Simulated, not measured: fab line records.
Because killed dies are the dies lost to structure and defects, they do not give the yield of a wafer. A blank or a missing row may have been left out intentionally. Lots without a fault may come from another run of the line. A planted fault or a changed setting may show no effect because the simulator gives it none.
fab line records	flow nand-harc
[record] lots = 24	wafers = 72	last-day = 25
route steps=1159 shown P_GATE@204 P_CONTACT@218 P_M0@267
lots untouched by any fault: they come from a run of this same line in which no faults occurred
start-h: hours from the record's opening day to when the first of the lot's shown wafers began	wait-h: time in hours since the lot's previous step	" repeats the value in the row above	L1.1+2: a single row standing in for several wafers	- no value, or no start was given	* or withheld: withheld	< > ~ a bound
route shown NAME@n: names a module that has steps shown in the file, with the first one's number in the route	usual: the fault-free wafers' mean and standard deviation	same: alike in all rows	chamber/n: place in a boat	sites: the reading at each site	_std_site: how widely they spread, as a standard deviation	_edge_site: mean of outer sites minus mean of inner sites	radius-mm: for every site, how far away it sits from the centre of the wafer	mask NAME#n: copy n	behind: the tool/chamber that last shaped the wafer	hold: the reason the lot was held/the length of the hold in hours/how it ended	device: the transistor (n, p or np) that didn't switch	end of line: tests run on the same wafers once the route is complete	a step given without rows: its recipe and nothing more	killed: at the first sort, the dies lost to defects and structure; wafer yield is something else	map: a wafer's dies, x killed, . not, _ none there
set.NAME: the setting the step ran with; set.NAME@STEP: the setting that earlier step ran with	model.NAME: the simulator's own value behind a step, which no gauge read
steps of the route over a sample of lots; a table a step, a row a wafer
services: from which hour (start-h, from the record's first day; less than 0 if before it) a tool's chamber was out of use, for how many hours, and why
[[steps]]
[step NHARC_P_GATE_STRIP_113]
[recipe] power-w = 1500	temp-c = 110	time-s = 740	chemistry = N2/H2
[usual] drypump-motor-current-A = 5.8/0.49	heater-power-w = 93/12
lot.wafer	tool	chamber	start-h	wait-h	drypump-motor-current-A	heater-power-w	rf-hours-counter-h
L075.2	plasma-asher-02	1	114.48	0.2	6.2	88	35
L075.6	"	1	"	"	6.2	88	-
L075.5	"	0	"	"	6.1	84	-
L074.2	plasma-asher-01	0	115.05	0.4	5.6	89	2
L074.3	"	1	"	"	5.0	114	-
L074.4	"	0	"	"	5.6	89	-
L076.2	plasma-asher-01	0	121.04	0.3	5.6	88	4
L076.3	"	0	"	"	5.6	90	-
L076.5	"	0	"	"	5.6	86	-
L077.2	plasma-asher-02	1	121.52	0.2	6.2	90	37
L077.4	"	0	"	"	6.1	82	-
L077.6	"	0	"	"	6.1	83	-
L078.2	plasma-asher-02	1	128.21	0.3	6.2	88	39
L078.4	"	0	"	"	6.1	81	-
L078.3	"	1	"	"	6.2	87	-
L079.1	plasma-asher-01	0	128.69	0.4	5.6	87	7
L079.3	"	0	"	"	5.7	88	-
L079.5	"	0	"	"	5.6	86	-
L080.2	plasma-asher-02	0	143.46	0.3	6.1	82	43
L080.3	"	0	"	"	6.1	81	-
L080.6	"	1	"	"	6.2	89	-
L081.1	plasma-asher-02	1	147.12	0.2	6.2	89	45
L081.3	"	1	"	"	6.2	89	-
L081.5	"	1	"	"	6.2	88	-
L082.1	plasma-asher-01	1	148.01	0.3	4.9	115	12
L082.4	"	1	"	"	5.0	113	-
L082.5	"	1	"	"	5.0	116	-
L083.1	plasma-asher-02	1	161.48	0.2	6.2	91	49
L083.5	"	1	"	"	6.3	86	-
L083.6	"	0	"	"	6.1	82	-
L084.2	plasma-asher-01	1	162.21	0.6	5.0	115	17
L084.1	"	0	"	"	5.7	89	17
L084.3	"	0	"	"	5.7	89	-
L088.1	plasma-asher-02	1	182.97	0.2	6.2	90	57
L088.2	"	0	"	"	6.1	81	57
L088.3	"	0	"	"	6.1	83	-
L085.1	plasma-asher-01	1	183.58	0.3	5.0	112	24
L085.3	"	1	"	"	5.0	112	-
L085.6	"	1	"	"	5.0	114	-
L087.1	plasma-asher-01	0	184.49	0.7	5.6	86	25
L087.2	"	1	"	"	5.0	114	25
L087.4	"	0	"	"	5.6	89	-
L086.1	plasma-asher-01	1	189.39	0.4	5.0	116	28
L086.2	"	0	"	"	5.6	88	28
L086.6	"	1	"	"	4.9	116	-
L089.1	plasma-asher-02	1	197.95	0.3	6.2	91	1
L089.3	"	1	"	"	6.2	89	-
L089.6	"	0	"	"	6.1	85	-
L090.4	plasma-asher-01	0	204.54	0.3	5.6	87	-
L090.3	"	1	"	"	5.0	112	-
L090.6	"	1	"	"	5.0	113	-
L091.3	plasma-asher-01	0	214.71	0.4	5.7	89	-
L091.5	"	0	"	"	5.7	89	-
L091.6	"	1	"	"	5.0	113	-
L093.2	plasma-asher-02	0	215.03	0.2	6.1	84	7
L093.3	"	0	"	"	6.1	85	-
L093.6	"	0	"	"	6.1	84	-
L092.3	plasma-asher-02	0	216.19	0.4	6.1	84	-
L092.5	"	0	"	"	6.1	83	-
L092.6	"	1	"	"	6.2	92	-
L094.2	plasma-asher-02	1	225.67	0.2	6.2	90	10
L094.1	"	0	"	"	6.1	84	10
L094.3	"	0	"	"	6.1	83	-
L095.2	plasma-asher-02	1	232.38	0.3	6.2	88	13
L095.3	"	1	"	"	6.2	89	-
L095.6	"	0	"	"	6.1	85	-
L096.2	plasma-asher-01	0	232.71	0.2	5.6	87	42
L096.1	"	1	"	"	5.0	116	42
L096.3	"	1	"	"	5.0	116	-
L097.2	plasma-asher-02	1	238.70	0.3	6.2	91	15
L097.3	"	1	"	"	6.2	89	-
L097.6	"	1	"	"	6.2	91	-
[step NHARC_P_CONTACT_DEP_00]
[recipe] target-thk-a = 5000	temp-c = 400	pressure-torr = 6.5	rf-w = 900	teos-flow-sccm = 161.4	flow-sccm = 2650	target-thk-nm = 500	gas = O2	material = SiO2
[usual] heater-power-w = 523/93	throttle-valve-pct = 16.3/0.42
lot.wafer	tool	chamber	start-h	wait-h	heater-power-w	throttle-valve-pct
L075.2	pecvd-01	1	-	-	465	16.6
L075.5	"	2	"	"	502	16.2
L075.6	"	0	"	"	490	15.5
L074.2	pecvd-04	1	118.07	0.3	549	16.8
L074.4	"	2	"	"	732	16.3
L074.3	"	1	"	"	563	16.6
L076.2	pecvd-01	0	-	-	531	15.8
L076.3	"	1	"	"	572	16.6
L076.5	"	2	"	"	478	16.4
L077.2	pecvd-03	0	-	-	602	16.5
L077.6	"	0	"	"	606	16.8
L077.4	"	2	"	"	536	15.9
L078.2	pecvd-04	0	-	-	468	16.3
L078.3	"	1	"	"	639	16.7
L078.4	"	1	"	"	480	16.8
L079.1	pecvd-03	2	-	-	573	16.0
L079.3	"	0	"	"	565	16.5
L079.5	"	2	"	"	577	15.9
L080.3	pecvd-04	2	-	-	588	16.2
L080.2	"	0	"	"	386	17.0
L080.6	"	0	"	"	415	16.6
L081.3	pecvd-03	1	-	-	392	16.1
L081.1	"	2	"	"	538	15.9
L081.5	"	2	"	"	558	16.1
L082.1	pecvd-04	2	-	-	604	16.4
L082.5	"	1	"	"	624	16.5
L082.4	"	0	"	"	481	16.9
L083.1	pecvd-03	1	-	-	401	16.2
L083.5	"	1	"	"	412	16.1
L083.6	"	0	"	"	591	16.7
L084.3	pecvd-03	0	-	-	598	16.4
L084.2	"	1	"	"	376	16.4
L084.1	"	2	"	"	565	15.9
L088.3	pecvd-01	1	-	-	471	16.8
L088.2	"	2	"	"	383	16.4
L088.1	"	0	"	"	500	15.7
L085.1	pecvd-04	1	-	-	599	17.0
L085.3	"	2	"	"	636	16.1
L085.6	"	1	"	"	614	16.8
L087.1	pecvd-01	0	-	-	517	16.0
L087.2	"	2	"	"	499	16.3
L087.4	"	2	"	"	366	16.4
L086.1	pecvd-04	0	-	-	492	16.9
L086.2	"	2	"	"	657	16.4
L086.6	"	0	"	"	513	17.0
L089.1	pecvd-03	2	200.95	0.3	483	16.0
L089.3	"	2	"	"	526	16.0
L089.6	"	1	"	"	366	16.4
L090.4	pecvd-04	0	208.48	0.3	487	16.5
L090.3	"	2	"	"	752	15.4
L090.6	"	2	"	"	779	15.2
L091.3	pecvd-01	1	-	-	576	16.6
L091.6	"	2	"	"	476	16.4
L091.5	"	0	"	"	550	15.8
L093.3	pecvd-03	0	-	-	481	16.5
L093.2	"	1	"	"	409	16.4
L093.6	"	0	"	"	503	17.0
L092.3	pecvd-01	1	-	-	539	16.7
L092.6	"	0	"	"	520	15.6
L092.5	"	2	"	"	408	16.3
L094.1	pecvd-03	2	-	-	576	15.8
L094.2	"	0	"	"	490	17.0
L094.3	"	1	"	"	368	16.3
L095.3	pecvd-01	0	-	-	553	16.0
L095.2	"	1	"	"	519	16.6
L095.6	"	2	"	"	439	16.7
L096.3	pecvd-04	0	-	-	507	16.6
L096.2	"	1	"	"	505	15.8
L096.1	"	2	"	"	708	15.2
L097.2	pecvd-01	1	-	-	568	16.7
L097.3	"	0	"	"	502	15.9
L097.6	"	0	"	"	516	15.8
[step NHARC_P_CONTACT_CD_MEAS_19]
[usual] cd-nm = 89.5/1
lot.wafer	tool	chamber	start-h	wait-h	cd-nm
L075.2	cd-sem-01	-	119.88	-	90.7
L075.5	"	-	"	"	90.5
L075.6	"	-	"	"	90.5
L074.2	cd-sem-01	-	120.50	-	90.2
L074.3	"	-	"	"	90.1
L074.4	"	-	"	"	90.4
L076.2	cd-sem-01	-	126.46	-	90.2
L076.3	"	-	"	"	88.2
L076.5	"	-	"	"	89.7
L077.2	cd-sem-01	-	126.99	-	89.7
L077.4	"	-	"	"	88.9
L077.6	"	-	"	"	89.9
L078.2	cd-sem-01	-	133.25	-	90.8
L078.3	"	-	"	"	91.0
L078.4	"	-	"	"	90.9
L079.1	cd-sem-02	-	133.80	-	91.1
L079.3	"	-	"	"	88.5
L079.5	"	-	"	"	89.8
L080.2	cd-sem-02	-	148.49	-	88.9
L080.3	"	-	"	"	90.2
L080.6	"	-	"	"	89.5
L081.1	cd-sem-01	-	152.21	-	89.4
L081.3	"	-	"	"	88.7
L081.5	"	-	"	"	87.8
L082.1	cd-sem-03	-	153.17	-	90.2
L082.4	"	-	"	"	91.4
L082.5	"	-	"	"	90.3
L083.1	cd-sem-03	-	166.90	-	88.7
L083.5	"	-	"	"	88.4
L083.6	"	-	"	"	88.4
L084.1	cd-sem-01	-	167.54	-	89.7
L084.2	"	-	"	"	89.9
L084.3	"	-	"	"	88.9
L088.1	cd-sem-03	-	188.51	-	91.0
L088.2	"	-	"	"	90.1
L088.3	"	-	"	"	89.5
L085.1	cd-sem-03	-	188.78	-	90.0
L085.3	"	-	"	"	86.3
L085.6	"	-	"	"	88.6
L087.1	cd-sem-03	-	189.72	-	90.5
L087.2	"	-	"	"	88.5
L087.4	"	-	"	"	89.5
L086.1	cd-sem-03	-	194.96	-	88.2
L086.2	"	-	"	"	90.8
L086.6	"	-	"	"	89.5
L089.1	cd-sem-03	-	203.44	-	90.5
L089.3	"	-	"	"	90.1
L089.6	"	-	"	"	90.0
L090.3	cd-sem-01	-	210.87	-	89.5
L090.4	"	-	"	"	87.5
L090.6	"	-	"	"	89.6
L091.3	cd-sem-01	-	219.75	-	90.0
L091.5	"	-	"	"	89.8
L091.6	"	-	"	"	88.8
L093.2	cd-sem-01	-	220.33	-	88.3
L093.3	"	-	"	"	87.8
L093.6	"	-	"	"	88.8
L092.3	cd-sem-01	-	221.37	-	89.6
L092.5	"	-	"	"	89.9
L092.6	"	-	"	"	90.2
L094.1	cd-sem-01	-	230.90	-	89.8
L094.2	"	-	"	"	90.9
L094.3	"	-	"	"	88.1
L095.2	cd-sem-01	-	237.64	-	89.6
L095.3	"	-	"	"	89.5
L095.6	"	-	"	"	89.9
L096.1	cd-sem-03	-	238.18	-	88.7
L096.2	"	-	"	"	89.6
L096.3	"	-	"	"	88.2
L097.2	cd-sem-02	-	244.38	-	87.7
L097.3	"	-	"	"	87.5
L097.6	"	-	"	"	87.9
[step NHARC_P_M0_ETCH_34]
[recipe] target-depth-a = 400	overetch-a = 120	time-s = 43.94	ion-energy-ev = 200	n2-flow-sccm = 150	h2-flow-sccm = 150	ar-flow-sccm = 0	rf-w = 400	bias-w = 150	chemistry = N2/H2
[usual] drypump-motor-current-A = 5.8/0.61	oes-product-au = 1.000/0.0075	rf-vpp-V = 430.4/2.1	showerhead-plenum-p-Torr = 2.03/0.066	throttle-valve-pct = 14.171/0.0077
lot.wafer	tool	chamber	start-h	wait-h	drypump-motor-current-A	oes-product-au	rf-hours-counter-h	rf-vpp-V	showerhead-plenum-p-Torr	throttle-valve-pct
L075.2	rie-diel-06	1	127.48	0.1	4.8	1.008	3	430.8	2.07	14.175
L075.5	"	1	"	"	4.8	1.017	-	430.5	2.07	14.171
L075.6	"	2	"	"	5.7	1.002	-	429.0	1.97	14.170
L074.3	rie-diel-10	0	131.86	0.1	5.6	0.993	11	429.6	2.02	14.169
L074.2	"	1	"	"	5.3	0.987	10	432.6	2.08	14.175
L074.4	"	2	"	"	5.1	0.989	11	429.6	2.02	14.158
L076.2	rie-diel-10	1	132.50	0.1	5.3	1.009	10	431.0	2.08	14.180
L076.3	"	2	"	"	5.1	0.998	11	430.1	2.02	14.168
L076.5	"	3	"	"	6.8	1.007	-	427.3	1.97	14.173
L077.2	rie-diel-10	2	133.56	0.1	5.1	0.994	11	428.9	2.02	14.164
L077.4	"	0	"	"	5.6	0.991	11	430.5	2.02	14.162
L077.6	"	1	"	"	5.3	1.005	-	432.7	2.08	14.155
L078.2	rie-diel-08	1	137.86	0.1	5.7	0.995	1	436.1	2.19	14.170
L078.4	"	3	"	"	5.2	1.010	0	430.4	2.01	14.173
L078.3	"	0	"	"	5.6	1.006	1	429.7	1.99	14.169
L079.3	rie-diel-08	0	138.55	0.1	5.5	0.997	1	429.8	1.99	14.169
L079.1	"	1	"	"	5.7	0.994	1	434.6	2.19	14.167
L079.5	"	3	"	"	5.2	0.993	-	429.8	2.01	14.173
L080.3	rie-diel-06	2	151.90	0.1	5.8	1.006	4	426.8	1.96	14.168
L080.2	"	0	"	"	6.4	0.996	6	431.3	2.11	14.172
L080.6	"	1	"	"	4.8	1.007	-	432.1	2.07	14.174
L081.3	rie-diel-10	2	158.97	0.1	5.1	0.994	12	429.6	2.02	14.178
L081.1	"	1	"	"	5.3	0.986	12	432.9	2.08	14.161
L081.5	"	2	"	"	5.0	0.990	-	430.2	2.02	14.164
L082.1	rie-diel-10	2	160.84	0.1	5.1	0.987	12	429.6	2.02	14.172
L082.4	"	3	"	"	6.8	1.002	13	428.2	1.97	14.179
L082.5	"	2	"	"	5.1	0.989	-	428.9	2.02	14.162
L083.1	rie-diel-08	0	178.68	0.1	5.6	0.999	2	428.9	1.99	14.171
L083.5	"	2	"	"	6.3	0.993	-	431.7	2.01	14.179
L083.6	"	3	"	"	5.2	1.000	-	429.6	2.01	14.165
L084.2	rie-diel-08	1	179.21	0.1	5.7	0.997	3	435.1	2.19	14.177
L084.1	"	3	"	"	5.2	1.005	2	430.5	2.01	14.168
L084.3	"	0	"	"	5.5	1.005	2	429.4	1.99	14.170
L088.1	rie-diel-10	1	195.63	0.1	5.3	0.997	2	432.6	2.08	14.171
L088.3	"	3	"	"	6.8	1.015	1	429.2	1.96	14.169
L088.2	"	0	"	"	5.6	1.006	2	430.8	2.02	14.192
L085.1	rie-diel-10	0	196.20	0.1	5.6	0.988	2	431.3	2.02	14.168
L085.3	"	2	"	"	5.1	1.002	1	430.2	2.02	14.186
L085.6	"	3	"	"	6.8	1.003	-	428.1	1.96	14.173
L087.2	rie-diel-08	2	196.46	0.1	6.3	1.000	4	430.7	2.01	14.183
L087.1	"	3	"	"	5.2	1.015	4	430.2	2.01	14.192
L087.4	"	1	"	"	5.7	1.003	4	435.1	2.19	14.180
L086.2	rie-diel-08	3	198.51	0.1	5.2	1.000	4	429.3	2.01	14.165
L086.1	"	0	"	"	5.6	1.002	3	429.8	1.99	14.171
L086.6	"	2	"	"	6.3	0.993	-	429.5	2.01	14.178
L089.1	rie-diel-06	1	207.32	0.1	4.8	1.017	10	433.6	2.07	14.173
L089.3	"	0	"	"	6.3	0.997	12	433.1	2.11	14.169
L089.6	"	0	"	"	6.4	0.998	-	432.6	2.11	14.165
L090.4	rie-diel-08	1	222.72	0.1	5.7	0.994	5	435.4	2.19	14.172
L090.3	"	2	"	"	6.3	0.998	6	429.2	2.01	14.170
L090.6	"	0	"	"	5.6	0.991	-	431.1	1.99	14.176
L091.3	rie-diel-06	0	232.93	0.1	6.3	0.989	13	433.5	2.11	14.177
L091.5	"	0	"	"	6.4	0.997	-	431.8	2.11	14.169
L091.6	"	1	"	"	4.8	1.005	-	430.3	2.07	14.163
L093.2	rie-diel-08	2	233.58	0.1	6.3	0.994	6	430.0	2.01	14.149
L093.3	"	3	"	"	5.2	1.007	6	428.9	2.01	14.188
L093.6	"	2	"	"	6.3	0.991	-	430.0	2.01	14.172
L092.3	rie-diel-06	2	234.14	0.1	5.7	1.007	9	426.8	1.96	14.180
L092.5	"	1	"	"	4.8	1.002	-	431.4	2.07	14.181
L092.6	"	2	"	"	5.8	1.008	-	428.7	1.96	14.191
L094.3	rie-diel-08	1	234.52	0.1	5.7	0.993	6	434.3	2.19	14.167
L094.2	"	2	"	"	6.3	0.999	6	428.9	2.01	14.162
L094.1	"	3	"	"	5.3	0.994	6	429.5	2.01	14.160
L095.3	rie-diel-06	0	241.04	0.1	6.4	1.010	13	433.1	2.11	14.182
L095.2	"	1	"	"	4.8	0.999	11	431.4	2.07	14.162
L095.6	"	2	"	"	5.7	1.010	-	429.2	1.96	14.173
L096.3	rie-diel-10	2	241.76	0.1	5.1	0.992	4	430.3	2.02	14.178
L096.1	"	3	"	"	6.8	0.994	5	427.4	1.96	14.169
L096.2	"	0	"	"	5.6	0.999	5	430.5	2.02	14.181
L097.3	rie-diel-08	3	248.27	0.1	5.2	1.009	8	429.9	2.01	14.177
L097.2	"	0	"	"	5.6	0.999	7	428.6	1.99	14.173
L097.6	"	3	"	"	5.2	0.996	-	431.3	2.01	14.174
[step NHARC_P_M0_PVD_20]
[recipe] target-thk-a = 50	bias-v = 168.6	power-w = 15000	chamber-pressure-pa = 0.12	time-s = 8.06	substrate-temp-c = 50	material = TaN
[usual] throttle-valve-pct = 30.0/1.2
lot.wafer	tool	chamber	start-h	wait-h	throttle-valve-pct
L075.2	pvd-sputter-02	-	-	-	29.4
L075.5	"	-	"	"	29.8
L075.6	"	-	"	"	28.9
L074.3	pvd-sputter-02	-	-	-	29.4
L074.4	"	-	"	"	29.9
L074.2	"	-	"	"	29.2
L076.3	pvd-sputter-01	-	-	-	31.8
L076.2	"	-	"	"	30.1
L076.5	"	-	"	"	31.1
L077.2	pvd-sputter-03	-	-	-	29.9
L077.4	"	-	"	"	28.8
L077.6	"	-	"	"	31.0
L078.4	pvd-sputter-02	-	-	-	29.2
L078.2	"	-	"	"	29.8
L078.3	"	-	"	"	29.3
L079.1	pvd-sputter-01	-	-	-	30.0
L079.3	"	-	"	"	31.8
L079.5	"	-	"	"	29.7
L080.2	pvd-sputter-02	-	-	-	29.0
L080.3	"	-	"	"	29.3
L080.6	"	-	"	"	29.5
L081.1	pvd-sputter-01	-	-	-	31.0
L081.3	"	-	"	"	30.4
L081.5	"	-	"	"	31.7
L082.4	pvd-sputter-02	-	-	-	29.3
L082.1	"	-	"	"	28.9
L082.5	"	-	"	"	30.0
L083.1	pvd-sputter-03	-	-	-	30.8
L083.6	"	-	"	"	28.1
L083.5	"	-	"	"	30.9
L084.3	pvd-sputter-01	-	-	-	29.8
L084.2	"	-	"	"	29.5
L084.1	"	-	"	"	32.5
L088.2	pvd-sputter-02	-	-	-	29.4
L088.3	"	-	"	"	29.4
L088.1	"	-	"	"	28.9
L085.1	pvd-sputter-03	-	-	-	28.5
L085.3	"	-	"	"	31.0
L085.6	"	-	"	"	29.9
L087.4	pvd-sputter-02	-	-	-	29.5
L087.2	"	-	"	"	28.9
L087.1	"	-	"	"	29.8
L086.2	pvd-sputter-03	-	-	-	31.0
L086.1	"	-	"	"	28.4
L086.6	"	-	"	"	30.0
L089.3	pvd-sputter-01	-	-	-	30.0
L089.1	"	-	"	"	32.6
L089.6	"	-	"	"	32.1
L090.4	pvd-sputter-03	-	-	-	27.9
L090.3	"	-	"	"	31.0
L090.6	"	-	"	"	30.7
L091.3	pvd-sputter-03	-	-	-	28.4
L091.6	"	-	"	"	28.6
L091.5	"	-	"	"	28.3
L093.3	pvd-sputter-02	-	-	-	29.6
L093.2	"	-	"	"	29.3
L093.6	"	-	"	"	29.9
L092.3	pvd-sputter-01	-	-	-	29.5
L092.5	"	-	"	"	32.9
L092.6	"	-	"	"	32.3
L094.2	pvd-sputter-03	-	-	-	30.0
L094.1	"	-	"	"	28.4
L094.3	"	-	"	"	28.2
L095.3	pvd-sputter-01	-	-	-	29.5
L095.2	"	-	"	"	32.5
L095.6	"	-	"	"	30.0
L096.1	pvd-sputter-01	-	-	-	32.0
L096.3	"	-	"	"	30.1
L096.2	"	-	"	"	29.3
L097.3	pvd-sputter-03	-	-	-	31.0
L097.2	"	-	"	"	28.5
L097.6	"	-	"	"	30.1
[step NHARC_P_M0_THK_MEAS_24]
[recipe] thk-meas-gauge = xrf
[usual] thk-nm = 117.6/1.4
lot.wafer	tool	chamber	start-h	wait-h	thk-nm
L075.2	film-metro-01	-	129.73	-	116.8
L075.5	"	-	"	"	117.2
L075.6	"	-	"	"	120.2
L074.2	film-metro-01	-	134.21	-	117.7
L074.3	"	-	"	"	113.5
L074.4	"	-	"	"	118.8
L076.2	film-metro-01	-	134.73	-	116.9
L076.3	"	-	"	"	117.0
L076.5	"	-	"	"	114.8
L077.2	film-metro-01	-	135.80	-	115.4
L077.4	"	-	"	"	115.1
L077.6	"	-	"	"	115.4
L078.2	film-metro-01	-	140.67	-	117.6
L078.3	"	-	"	"	115.1
L078.4	"	-	"	"	118.3
L079.1	film-metro-01	-	141.14	-	120.2
L079.3	"	-	"	"	116.2
L079.5	"	-	"	"	118.1
L080.2	film-metro-01	-	154.13	-	119.1
L080.3	"	-	"	"	116.5
L080.6	"	-	"	"	117.7
L081.1	film-metro-02	-	161.21	-	119.0
L081.3	"	-	"	"	115.0
L081.5	"	-	"	"	117.2
L082.1	film-metro-02	-	163.10	-	118.9
L082.4	"	-	"	"	117.6
L082.5	"	-	"	"	117.8
L083.1	film-metro-01	-	180.94	-	119.4
L083.5	"	-	"	"	117.6
L083.6	"	-	"	"	119.6
L084.1	film-metro-02	-	181.45	-	117.2
L084.2	"	-	"	"	119.7
L084.3	"	-	"	"	119.2
L088.1	film-metro-01	-	197.92	-	117.5
L088.2	"	-	"	"	115.5
L088.3	"	-	"	"	117.4
L085.1	film-metro-01	-	198.55	-	120.1
L085.3	"	-	"	"	118.0
L085.6	"	-	"	"	117.8
L087.1	film-metro-02	-	198.87	-	118.1
L087.2	"	-	"	"	117.9
L087.4	"	-	"	"	117.9
L086.1	film-metro-02	-	200.75	-	118.5
L086.2	"	-	"	"	117.0
L086.6	"	-	"	"	116.0
L089.1	film-metro-02	-	209.59	-	119.1
L089.3	"	-	"	"	119.5
L089.6	"	-	"	"	117.3
L090.3	film-metro-01	-	224.95	-	118.6
L090.4	"	-	"	"	119.8
L090.6	"	-	"	"	119.0
L091.3	film-metro-01	-	235.25	-	117.2
L091.5	"	-	"	"	119.8
L091.6	"	-	"	"	117.8
L093.2	film-metro-01	-	236.20	-	117.3
L093.3	"	-	"	"	117.8
L093.6	"	-	"	"	118.6
L092.3	film-metro-01	-	236.44	-	120.8
L092.5	"	-	"	"	117.7
L092.6	"	-	"	"	118.5
L094.1	film-metro-02	-	236.77	-	119.1
L094.2	"	-	"	"	120.0
L094.3	"	-	"	"	116.8
L095.2	film-metro-02	-	243.31	-	117.4
L095.3	"	-	"	"	117.4
L095.6	"	-	"	"	118.5
L096.1	film-metro-01	-	244.07	-	118.2
L096.2	"	-	"	"	117.8
L096.3	"	-	"	"	117.1
L097.2	film-metro-02	-	250.54	-	114.2
L097.3	"	-	"	"	116.1
L097.6	"	-	"	"	114.8
[[services]]
tool	chamber	start-h	hours	kind
rie-diel-08	0	94.55	4.3	repair
pecvd-04	0	97.66	25.3	repair
plasma-asher-01	-	99.00	9.0	pm
pecvd-03	0	102.15	4.9	repair
pvd-sputter-03	-	102.23	10.0	pm
plasma-asher-01	-	110.03	0.9	repair
pecvd-03	-	111.33	13.0	pm
pvd-sputter-03	-	115.49	1.2	repair
plasma-asher-02	-	116.86	1.7	repair
rie-diel-08	-	124.80	9.0	pm
pecvd-01	-	146.41	1.2	repair
pecvd-04	-	148.73	1.8	repair
pecvd-04	-	151.20	1.7	repair
rie-diel-08	0	163.71	2.6	repair
pvd-sputter-03	-	165.34	0.6	repair
pvd-sputter-01	-	174.45	4.0	repair
rie-diel-10	-	176.50	9.0	pm
plasma-asher-02	-	183.76	9.0	pm
pecvd-04	-	195.00	13.0	pm
pvd-sputter-01	-	195.70	8.5	repair
pecvd-03	0	196.69	13.8	repair
pecvd-01	2	200.23	6.0	repair
rie-diel-08	-	200.84	1.0	repair
plasma-asher-02	-	217.51	1.1	repair
[[key]]
fault none
